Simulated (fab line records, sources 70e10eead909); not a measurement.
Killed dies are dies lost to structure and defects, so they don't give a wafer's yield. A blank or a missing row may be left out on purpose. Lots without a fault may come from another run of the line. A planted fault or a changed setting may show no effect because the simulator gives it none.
Which tool did it? | flow nand_harc | 23 lots, 69 wafers sampled, at 6 steps of a route of 1159

WHAT THE GAUGES READ, wafer by wafer
The record holds no reading of a measuring or inspecting step that can be judged against a usual standard deviation.

WHICH TOOL RAN EACH LOT (tool, then ch and the chambers of the sampled wafers, then the start)
lot  | NHARC_A_ZERO_WELL_DESCUM_12        | NHARC_A_CHANNEL_HOLE_D1_ETCH_39               | NHARC_A_CHANNEL_HOLE_D1_XSEM_31 | NHARC_A_CHANNEL_FILL_D1_ALD_02   | NHARC_A_CHANNEL_FILL_D1_ETCHBACK_19 | NHARC_A_STAIRCASE_DESCUM_168
L074 | rie_diel-02 ch 0,2,3, day 6 23:16  | rie_diel-01 ch 0,1,3, day 9 06:52 or earlier  | xsem-02 ch 0, day 9 06:52       | ald_hk-02 ch 1,2,3, day 9 07:10  | rie_si-04 ch 0,2,3, day 10 07:41    | rie_diel-05 ch 1,2,3, day 11 14:32
L076 | rie_diel-13 ch 0,2,3, day 7 02:41  | rie_diel-08 ch 1,3, day 9 02:43 or earlier    | xsem-02 ch 0, day 9 02:43       | ald_hk-02 ch 1,3, day 9 04:00    | rie_si-06 ch 0,2,3, day 10 03:54    | rie_diel-05 ch 0,2, day 11 04:40
L075 | rie_diel-11 ch 2,3, day 7 03:28    | rie_diel-08 ch 1,2, day 9 07:07 or earlier    | xsem-01 ch 0, day 9 07:07       | ald_hk-04 ch 0,1, day 9 07:29    | rie_si-05 ch 0,2,3, day 10 07:46    | rie_diel-10 ch 0,1,2, day 11 09:32
L077 | rie_diel-11 ch 1,2, day 7 07:42    | rie_diel-07 ch 0,1,3, day 9 11:01 or earlier  | xsem-02 ch 0, day 9 11:01       | ald_hk-04 ch 0,1, day 9 11:20    | rie_si-04 ch 0,1,3, day 10 12:04    | rie_diel-06 ch 0,3, day 11 14:41
L078 | rie_diel-13 ch 0,1,3, day 7 16:40  | rie_diel-08 ch 0,1,2, day 9 14:28 or earlier  | xsem-01 ch 0, day 9 14:28       | ald_hk-02 ch 1,2,3, day 9 14:46  | rie_si-05 ch 1,2,3, day 10 12:03    | rie_diel-06 ch 1,2, day 11 14:22
L081 | rie_diel-02 ch 1,2,3, day 8 00:32  | rie_diel-08 ch 0,3, day 9 21:48 or earlier    | xsem-02 ch 0, day 9 21:48       | ald_hk-02 ch 0,1,3, day 9 22:10  | rie_si-04 ch 0,1,2, day 10 23:28    | rie_diel-06 ch 0,1,2, day 12 00:52
L080 | rie_diel-11 ch 0,1,3, day 8 00:50  | rie_diel-07 ch 2,3, day 9 21:04 or earlier    | xsem-01 ch 0, day 9 21:04       | ald_hk-02 ch 0,1, day 9 21:20    | rie_si-06 ch 0,2,3, day 10 23:29    | rie_diel-06 ch 0,1, day 12 01:01
L083 | rie_diel-02 ch 0,2, day 8 21:37    | rie_diel-08 ch 0,2,3, day 11 00:38 or earlier | xsem-01 ch 0, day 11 00:38      | ald_hk-02 ch 1,3, day 11 04:48   | rie_si-06 ch 0,1, day 12 04:47      | rie_diel-06 ch 0,1,2, day 13 05:34
L082 | rie_diel-11 ch 1,3, day 8 22:08    | rie_diel-01 ch 0,2,3, day 10 20:23 or earlier | xsem-01 ch 0, day 10 20:23      | ald_hk-02 ch 0,3, day 11 00:16   | rie_si-05 ch 0,1,3, day 12 00:16    | rie_diel-05 ch 1,2, day 13 01:18
L085 | rie_diel-11 ch 1,2, day 9 00:01    | rie_diel-01 ch 2,3, day 10 21:01 or earlier   | xsem-02 ch 0, day 10 21:01      | ald_hk-02 ch 0,1, day 11 00:42   | rie_si-06 ch 1,3, day 12 00:13      | rie_diel-06 ch 0,1, day 13 01:07
L084 | rie_diel-02 ch 2,3, day 9 01:31    | rie_diel-01 ch 2,3, day 11 01:37 or earlier   | xsem-02 ch 0, day 11 01:37      | ald_hk-02 ch 1,2, day 11 05:19   | rie_si-05 ch 0,2, day 12 04:48      | rie_diel-05 ch 1,2, day 13 05:44
L086 | rie_diel-13 ch 0,1,3, day 9 18:55  | rie_diel-08 ch 1,2,3, day 11 19:06 or earlier | xsem-01 ch 0, day 11 19:06      | ald_hk-01 ch 0,1,3, day 11 19:23 | rie_si-05 ch 0,2,3, day 12 19:35    | rie_diel-06 ch 1,2,3, day 13 21:14
L087 | rie_diel-11 ch 1,2,3, day 9 18:58  | rie_diel-08 ch 2,3, day 11 20:16 or earlier   | xsem-02 ch 0, day 11 20:16      | ald_hk-04 ch 0,1,3, day 11 20:42 | rie_si-06 ch 0,2,3, day 12 19:37    | rie_diel-05 ch 0,1,2, day 13 20:56
L088 | rie_diel-11 ch 0,2,3, day 10 02:44 | rie_diel-01 ch 0,1, day 11 23:46 or earlier   | xsem-01 ch 0, day 11 23:46      | ald_hk-02 ch 0,2,3, day 12 00:15 | rie_si-04 ch 0,1,2, day 13 00:47    | rie_diel-06 ch 2,3, day 14 01:40
L089 | rie_diel-11 ch 0,1,2, day 10 11:53 | rie_diel-08 ch 0,2, day 12 08:56 or earlier   | xsem-02 ch 0, day 12 08:56      | ald_hk-04 ch 0,1, day 12 09:13   | rie_si-06 ch 0,1,3, day 13 11:25    | rie_diel-10 ch 0,2,3, day 14 12:46
L090 | rie_diel-02 ch 0,2, day 10 12:25   | rie_diel-01 ch 0,3, day 12 09:07 or earlier   | xsem-01 ch 0, day 12 09:07      | ald_hk-01 ch 1,2,3, day 12 09:26 | rie_si-04 ch 0,1,2, day 13 11:25    | rie_diel-05 ch 1,2, day 14 12:47
L091 | rie_diel-02 ch 1,2,3, day 11 01:11 | rie_diel-07 ch 1,2,3, day 13 10:44 or earlier | xsem-02 ch 0, day 13 10:44      | ald_hk-04 ch 0,2,3, day 13 11:10 | rie_si-04 ch 2,3, day 14 11:18      | rie_diel-10 ch 0,1, day 15 12:22
L092 | rie_diel-13 ch 0,2,3, day 11 09:22 | rie_diel-01 ch 0,3, day 13 07:47 or earlier   | xsem-01 ch 0, day 13 07:47      | ald_hk-04 ch 2,3, day 13 08:10   | rie_si-06 ch 0,1,3, day 14 07:06    | rie_diel-06 ch 1,2,3, day 15 08:55
L093 | rie_diel-11 ch 2,3, day 11 09:40   | rie_diel-01 ch 2,3, day 13 07:01 or earlier   | xsem-02 ch 0, day 13 07:01      | ald_hk-04 ch 0,3, day 13 07:23   | rie_si-05 ch 1,2,3, day 14 07:06    | rie_diel-06 ch 0,1, day 15 08:33
L094 | rie_diel-02 ch 0,2,3, day 11 12:11 | rie_diel-08 ch 0,1,2, day 13 11:56 or earlier | xsem-01 ch 0, day 13 11:56      | ald_hk-02 ch 0,1,2, day 13 12:18 | rie_si-05 ch 0,2,3, day 14 11:17    | rie_diel-10 ch 0,2,3, day 15 16:08
L095 | rie_diel-11 ch 0,1,2, day 11 17:55 | rie_diel-08 ch 0,1,2, day 13 14:51 or earlier | xsem-01 ch 0, day 13 14:51      | ald_hk-04 ch 0,1,3, day 13 15:13 | rie_si-06 ch 1,2,3, day 14 15:06    | rie_diel-05 ch 0,2,3, day 15 15:58
L096 | rie_diel-13 ch 0,1, day 12 00:10   | rie_diel-01 ch 0,1, day 13 22:32 or earlier   | xsem-01 ch 0, day 13 22:32      | ald_hk-01 ch 0,3, day 13 22:53   | rie_si-06 ch 0,2,3, day 14 22:47    | rie_diel-05 ch 0,1,3, day 16 00:01
L097 | rie_diel-02 ch 0,1, day 12 17:26   | rie_diel-08 ch 0,2,3, day 14 20:32 or earlier | xsem-02 ch 0, day 14 20:32      | ald_hk-04 ch 0,1, day 14 20:58   | rie_si-04 ch 0,1, day 15 21:16      | rie_diel-05 ch 1,2,3, day 16 23:56
- NHARC_A_ZERO_WELL_DESCUM_12: chemistry O2, time 3 s.
- NHARC_A_CHANNEL_HOLE_D1_ETCH_39: etches the open film in N2/H2, target depth 260 nm, time 325 s.
- NHARC_A_CHANNEL_HOLE_D1_XSEM_31
- NHARC_A_CHANNEL_FILL_D1_ALD_02: deposits SiO2, target thk 6 nm, pulse time 10 s, ald cycles 60.
- NHARC_A_CHANNEL_FILL_D1_ETCHBACK_19: etches the open film in HBr/Cl2, target depth 5 nm, time 1.7 s.
- NHARC_A_STAIRCASE_DESCUM_168: chemistry O2, time 3 s.

WHAT THE TOOLS THEMSELVES READ (means of the sampled wafers that have a number; where no wafer has one, the mark that the record gives instead)
NHARC_A_ZERO_WELL_DESCUM_12.
lot  | tool        | drypump_motor_current_A (A) | oes_product_au (a.u.) | rf_vpp_V (V) | showerhead_plenum_p_Torr (Torr) | throttle_valve_pct (%)
L074 | rie_diel-02 | 6.0                         | 0.995                 | 58.2         | 1.89                            | 11.322
L076 | rie_diel-13 | 5.5                         | 1.002                 | 57.7         | 1.93                            | 11.306
L075 | rie_diel-11 | 6.3                         | 1.000                 | 58.2         | 1.93                            | 11.309
L077 | rie_diel-11 | 6.4                         | 1.004                 | 57.2         | 1.92                            | 11.315
L078 | rie_diel-13 | 5.2                         | 1.000                 | 58.2         | 1.98                            | 11.299
L081 | rie_diel-02 | 6.0                         | 0.992                 | 57.3         | 1.90                            | 11.306
L080 | rie_diel-11 | 6.0                         | 0.999                 | 58.3         | 1.96                            | 11.313
L083 | rie_diel-02 | 5.7                         | 0.999                 | 58.0         | 1.88                            | 11.309
L082 | rie_diel-11 | 6.0                         | 0.992                 | 58.0         | 1.94                            | 11.310
L085 | rie_diel-11 | 6.4                         | 1.000                 | 57.7         | 1.92                            | 11.306
L084 | rie_diel-02 | 6.3                         | 0.997                 | 58.0         | 1.90                            | 11.310
L086 | rie_diel-13 | 5.1                         | 0.992                 | 58.7         | 1.98                            | 11.307
L087 | rie_diel-11 | 6.1                         | 0.996                 | 58.1         | 1.94                            | 11.306
L088 | rie_diel-11 | 6.1                         | 0.994                 | 58.1         | 1.95                            | 11.320
L089 | rie_diel-11 | 6.2                         | 1.006                 | 57.4         | 1.94                            | 11.310
L090 | rie_diel-02 | 5.7                         | 1.003                 | 58.1         | 1.94                            | 11.315
L091 | rie_diel-02 | 6.0                         | 0.998                 | 58.2         | 1.90                            | 11.312
L092 | rie_diel-13 | 5.5                         | 1.014                 | 59.0         | 1.93                            | 11.306
L093 | rie_diel-11 | 6.0                         | 0.995                 | 58.4         | 1.95                            | 11.319
L094 | rie_diel-02 | 6.0                         | 0.993                 | 56.7         | 1.89                            | 11.305
L095 | rie_diel-11 | 6.2                         | 0.994                 | 58.1         | 1.94                            | 11.305
L096 | rie_diel-13 | 5.3                         | 1.005                 | 58.0         | 1.97                            | 11.308
L097 | rie_diel-02 | 5.9                         | 0.997                 | 57.2         | 1.84                            | 11.317

NHARC_A_CHANNEL_HOLE_D1_ETCH_39.
lot  | tool        | drypump_motor_current_A (A) | oes_product_au (a.u.) | rf_vpp_V (V) | showerhead_plenum_p_Torr (Torr) | throttle_valve_pct (%)
L074 | rie_diel-01 | 5.9                         | 1.003                 | 430.6        | 2.06                            | 14.173
L076 | rie_diel-08 | 6.1                         | 1.006                 | 432.1        | 2.10                            | 14.179
L075 | rie_diel-08 | 5.5                         | 1.003                 | 432.1        | 2.12                            | 14.173
L077 | rie_diel-07 | 5.6                         | 0.993                 | 432.0        | 2.10                            | 14.172
L078 | rie_diel-08 | 5.5                         | 0.985                 | 433.4        | 2.14                            | 14.170
L081 | rie_diel-08 | 6.0                         | 0.991                 | 433.2        | 2.12                            | 14.168
L080 | rie_diel-07 | 6.1                         | 0.997                 | 430.9        | 2.06                            | 14.169
L083 | rie_diel-08 | 5.7                         | 0.993                 | 433.4        | 2.13                            | 14.174
L082 | rie_diel-01 | 5.9                         | 0.988                 | 430.5        | 2.05                            | 14.168
L085 | rie_diel-01 | 5.7                         | 0.983                 | 431.4        | 2.10                            | 14.174
L084 | rie_diel-01 | 5.7                         | 0.990                 | 432.1        | 2.10                            | 14.173
L086 | rie_diel-08 | 5.8                         | 0.997                 | 432.4        | 2.11                            | 14.171
L087 | rie_diel-08 | 5.6                         | 1.008                 | 432.7        | 2.10                            | 14.171
L088 | rie_diel-01 | 6.1                         | 0.999                 | 430.1        | 2.01                            | 14.172
L089 | rie_diel-08 | 5.4                         | 0.979                 | 433.7        | 2.16                            | 14.185
L090 | rie_diel-01 | 5.9                         | 0.991                 | 428.7        | 1.98                            | 14.178
L091 | rie_diel-07 | 5.7                         | 1.001                 | 433.0        | 2.11                            | 14.176
L092 | rie_diel-01 | 5.8                         | 0.991                 | 430.1        | 2.02                            | 14.177
L093 | rie_diel-01 | 5.8                         | 0.993                 | 431.9        | 2.10                            | 14.169
L094 | rie_diel-08 | 5.5                         | 0.995                 | 433.8        | 2.14                            | 14.174
L095 | rie_diel-08 | 5.5                         | 0.994                 | 432.7        | 2.13                            | 14.168
L096 | rie_diel-01 | 6.1                         | 0.989                 | 428.8        | 2.01                            | 14.176
L097 | rie_diel-08 | 5.7                         | 0.991                 | 433.3        | 2.12                            | 14.165

NHARC_A_CHANNEL_HOLE_D1_XSEM_31.
lot  | tool    | bot_cd_nm (nm) | bow_nm (nm) | tilt_deg (degrees)
L074 | xsem-02 | 73.9           | 9.2         | 0.05
L076 | xsem-02 | 75.6           | 8.7         | 0.12
L075 | xsem-01 | 74.0           | 8.7         | 0.16
L077 | xsem-02 | 72.3           | 8.8         | 0.04
L078 | xsem-01 | 74.1           | 8.5         | 0.18
L081 | xsem-02 | 74.0           | 8.9         | 0.00
L080 | xsem-01 | 74.7           | 8.6         | 0.12
L083 | xsem-01 | 72.6           | 8.2         | 0.17
L082 | xsem-01 | 74.0           | 8.5         | 0.06
L085 | xsem-02 | 74.6           | 8.3         | 0.05
L084 | xsem-02 | 73.3           | 8.6         | 0.12
L086 | xsem-01 | 73.9           | 8.5         | 0.10
L087 | xsem-02 | 73.6           | 8.3         | 0.04
L088 | xsem-01 | 75.9           | 8.7         | 0.12
L089 | xsem-02 | 75.5           | 9.5         | 0.10
L090 | xsem-01 | 74.2           | 8.2         | 0.09
L091 | xsem-02 | 73.1           | 8.2         | 0.14
L092 | xsem-01 | 75.6           | 9.0         | 0.05
L093 | xsem-02 | 72.9           | 8.5         | 0.13
L094 | xsem-01 | 73.7           | 9.0         | 0.08
L095 | xsem-01 | 74.8           | 8.9         | 0.04
L096 | xsem-01 | 75.5           | 8.1         | 0.07
L097 | xsem-02 | 73.4           | 8.9         | 0.06

NHARC_A_CHANNEL_FILL_D1_ALD_02.
lot  | tool      | heater_power_w (W) | precursor_pulse_height_rel
L074 | ald_hk-02 | 471                | 1.006
L076 | ald_hk-02 | 435                | 0.998
L075 | ald_hk-04 | 453                | 1.003
L077 | ald_hk-04 | 459                | 0.996
L078 | ald_hk-02 | 467                | 0.993
L081 | ald_hk-02 | 457                | 1.000
L080 | ald_hk-02 | 456                | 1.023
L083 | ald_hk-02 | 457                | 0.993
L082 | ald_hk-02 | 469                | 1.023
L085 | ald_hk-02 | 441                | 1.003
L084 | ald_hk-02 | 456                | 0.996
L086 | ald_hk-01 | 479                | 0.988
L087 | ald_hk-04 | 467                | 1.009
L088 | ald_hk-02 | 490                | 1.002
L089 | ald_hk-04 | 456                | 0.994
L090 | ald_hk-01 | 498                | 0.996
L091 | ald_hk-04 | 472                | 0.973
L092 | ald_hk-04 | 498                | 0.997
L093 | ald_hk-04 | 506                | 1.027
L094 | ald_hk-02 | 467                | 0.997
L095 | ald_hk-04 | 486                | 1.002
L096 | ald_hk-01 | 459                | 1.008
L097 | ald_hk-04 | 456                | 1.011

NHARC_A_CHANNEL_FILL_D1_ETCHBACK_19.
lot  | tool      | drypump_motor_current_A (A) | oes_product_au (a.u.) | throttle_valve_pct (%)
L074 | rie_si-04 | 6.2                         | 1.006                 | 26.403
L076 | rie_si-06 | 5.7                         | 0.988                 | 26.398
L075 | rie_si-05 | 5.8                         | 1.001                 | 26.405
L077 | rie_si-04 | 6.1                         | 0.996                 | 26.407
L078 | rie_si-05 | 5.8                         | 1.002                 | 26.402
L081 | rie_si-04 | 5.9                         | 1.004                 | 26.417
L080 | rie_si-06 | 5.7                         | 0.994                 | 26.405
L083 | rie_si-06 | 5.8                         | 0.990                 | 26.399
L082 | rie_si-05 | 6.0                         | 0.996                 | 26.411
L085 | rie_si-06 | 6.3                         | 0.984                 | 26.402
L084 | rie_si-05 | 5.9                         | 0.981                 | 26.403
L086 | rie_si-05 | 5.8                         | 0.993                 | 26.403
L087 | rie_si-06 | 5.7                         | 0.996                 | 26.401
L088 | rie_si-04 | 5.9                         | 0.997                 | 26.412
L089 | rie_si-06 | 5.9                         | 0.988                 | 26.409
L090 | rie_si-04 | 5.9                         | 0.993                 | 26.406
L091 | rie_si-04 | 6.3                         | 1.013                 | 26.407
L092 | rie_si-06 | 5.9                         | 0.985                 | 26.400
L093 | rie_si-05 | 5.8                         | 1.002                 | 26.409
L094 | rie_si-05 | 5.8                         | 0.993                 | 26.398
L095 | rie_si-06 | 6.0                         | 0.996                 | 26.409
L096 | rie_si-06 | 5.7                         | 0.990                 | 26.406
L097 | rie_si-04 | 5.8                         | 0.987                 | 26.408

NHARC_A_STAIRCASE_DESCUM_168.
lot  | tool        | drypump_motor_current_A (A) | oes_product_au (a.u.) | rf_vpp_V (V) | showerhead_plenum_p_Torr (Torr) | throttle_valve_pct (%)
L074 | rie_diel-05 | 5.9                         | 0.988                 | 57.4         | 1.89                            | 11.313
L076 | rie_diel-05 | 6.4                         | 0.987                 | 57.8         | 1.96                            | 11.312
L075 | rie_diel-10 | 6.2                         | 0.999                 | 57.1         | 1.93                            | 11.309
L077 | rie_diel-06 | 6.1                         | 1.002                 | 58.4         | 1.96                            | 11.316
L078 | rie_diel-06 | 5.5                         | 0.998                 | 57.9         | 1.88                            | 11.316
L081 | rie_diel-06 | 5.8                         | 0.998                 | 57.6         | 1.91                            | 11.316
L080 | rie_diel-06 | 6.0                         | 0.991                 | 58.5         | 1.94                            | 11.321
L083 | rie_diel-06 | 5.8                         | 1.005                 | 58.0         | 1.91                            | 11.311
L082 | rie_diel-05 | 6.2                         | 0.995                 | 58.1         | 1.94                            | 11.310
L085 | rie_diel-06 | 5.9                         | 0.999                 | 57.7         | 1.92                            | 11.314
L084 | rie_diel-05 | 6.2                         | 1.001                 | 57.3         | 1.94                            | 11.316
L086 | rie_diel-06 | 5.7                         | 1.002                 | 57.3         | 1.90                            | 11.310
L087 | rie_diel-05 | 6.0                         | 1.003                 | 57.7         | 1.89                            | 11.316
L088 | rie_diel-06 | 5.9                         | 0.992                 | 57.0         | 1.92                            | 11.307
L089 | rie_diel-10 | 5.6                         | 1.009                 | 58.1         | 1.92                            | 11.312
L090 | rie_diel-05 | 6.2                         | 0.991                 | 57.1         | 1.93                            | 11.313
L091 | rie_diel-10 | 6.3                         | 0.997                 | 57.6         | 1.89                            | 11.310
L092 | rie_diel-06 | 5.8                         | 1.009                 | 57.3         | 1.90                            | 11.312
L093 | rie_diel-06 | 5.9                         | 0.999                 | 57.4         | 1.91                            | 11.319
L094 | rie_diel-10 | 5.6                         | 1.004                 | 58.0         | 1.92                            | 11.310
L095 | rie_diel-05 | 6.1                         | 0.989                 | 57.2         | 1.89                            | 11.310
L096 | rie_diel-05 | 5.6                         | 0.995                 | 57.0         | 1.83                            | 11.319
L097 | rie_diel-05 | 5.9                         | 0.997                 | 57.7         | 1.88                            | 11.313

THE ANSWER, worked out from the rows above alone
Rule: what is usual is taken from the lots themselves. Put in order of their means at a reading, lots are off if they are a third of the lots or fewer, leave a main group of 4 or more, and stand apart from it by a gap of 3 or more times the standard deviation of the main group's means; of several such gaps the widest counts. A main group whose means are all the same, to the digits that the tables above print for the reading, isn't used. A lot without any number at a reading at which 4 lots or more have one is off too. The other lots that the step has rows for count as sound. The gauges are gone through in route order, then the tools' own readings, and for those a lot's mean is taken as printed above. The first step at which some lot is off is used, and at that step the reading that is off furthest; a lot without a number counts as furthest.
No lot is off at any reading shown: from this, nothing can be told.

WHAT THE SIMULATOR HAD PUT IN
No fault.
